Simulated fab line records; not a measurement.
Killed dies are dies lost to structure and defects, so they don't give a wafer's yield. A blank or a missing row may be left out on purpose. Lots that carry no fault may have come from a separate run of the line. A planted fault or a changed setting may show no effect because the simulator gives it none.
8D (eight disciplines) problem report, filled in by code	flow n5 finfet	the parts of the form that need people (team, actions taken, sign-off) are left out

## 1. THE ISSUE
Mean of oes product au at N5_BEOL_M0_SAQP_ETCH_102: 1.274 a.u. across 6 wafers in 2 lots; on wafers with no fault it is 1.010 a.u. (standard deviation 0.02). That is +13 standard deviations from the usual mean.
The step: etches SiO2 in CF4, target depth 4 nm, time 4.4 s.
Earliest sighting: wafer L156.3 on rie si-06 at day 8 18:24. The record holds 18 wafers of 6 lots with a number at this step. By rule, "out" or "out of limits" means more than 4 standard deviations away from the usual mean. The rest of the wafers with a number are treated as sound.

## 2. WHAT IT IS; WHAT IT IS NOT
question	is	is not
which readings at this step	oes product au	drypump motor current A, he backside leak sccm, throttle valve pct
which lots	L156, L157	L144, L148, L160, L163
which wafers of those lots	all that have a number	-
read on which tools	rie si-06	rie si-03
when	from day 8 18:24	up to then (6 sound wafers); but 6 sound wafers of L160, L163 came after

## 3. THE SUSPECTS, EACH WITH WHAT RULES IT OUT
Counting: a tool stays on the suspect list if, at a process step up to the reading, it processed all lots that are out and no sound lot following the first of them.
- rie diel-04 at N5_BEOL_M0_SAQP_STRIP_86 (strips in N2/H2): ruled out as a lasting fault. After its first lot that is out, L156 (day 8 16:24), sound lots L163 ran on it.
- ald sin-03 at N5_BEOL_M0_SAQP_SPACER1_ALD_98 (deposits SiO2, target thk 12.8 nm, pulse time 1 s, purge time 2 s): ruled out as a lasting fault. After its first lot that is out, L156 (day 8 17:33), sound lots L163 ran on it.
- rie si-06 at N5_BEOL_M0_SAQP_ETCH_102 (etches SiO2 in CF4, target depth 4 nm, time 4.4 s): kept. It ran every lot that is out, first L156 (day 8 18:24), and no sound lot after that; its last sound lot up to then is L148 (day 6 20:23). Its own oes product au readings are out on those wafers.
Left after counting: rie si-06 at N5_BEOL_M0_SAQP_ETCH_102.

## 4. THE CAUSE (what the simulator had put in)
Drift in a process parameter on rie si-06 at N5_BEOL_M0_SAQP_ETCH_102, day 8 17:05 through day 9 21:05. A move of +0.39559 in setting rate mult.
Counting left only this tool.

## 5. THE CHAIN OF EFFECTS, in route order
Each row: a reading where the mean over the struck wafers with a number is more than 3 standard deviations away from the usual. Only readings whose record carries a usual standard deviation are examined. hours: median over the lots of the time between each lot's start at the first step of this table that gives one and its start at this step. sigmas: the change, counted in usual standard deviations.
hours	step	reading	usual	on struck wafers	change	sigmas
0	N5_BEOL_M0_SAQP_ETCH_102	oes product au	1.010 a.u.	1.274	+0.264	+13
Here are the process steps it includes:
- N5_BEOL_M0_SAQP_ETCH_102: etches SiO2 in CF4, target depth 4 nm, time 4.4 s.
Later measuring or inspecting steps at which every struck wafer that the step has a row for has a number for every such reading, and none has moved that far: N5_BEOL_M4_RC_MEAS_101.

## 6. HOW IT WOULD HAVE BEEN CAUGHT EARLIER
In this record the first reading out of limits was taken at day 8 18:24, 1 hour after the fault began at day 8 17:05.
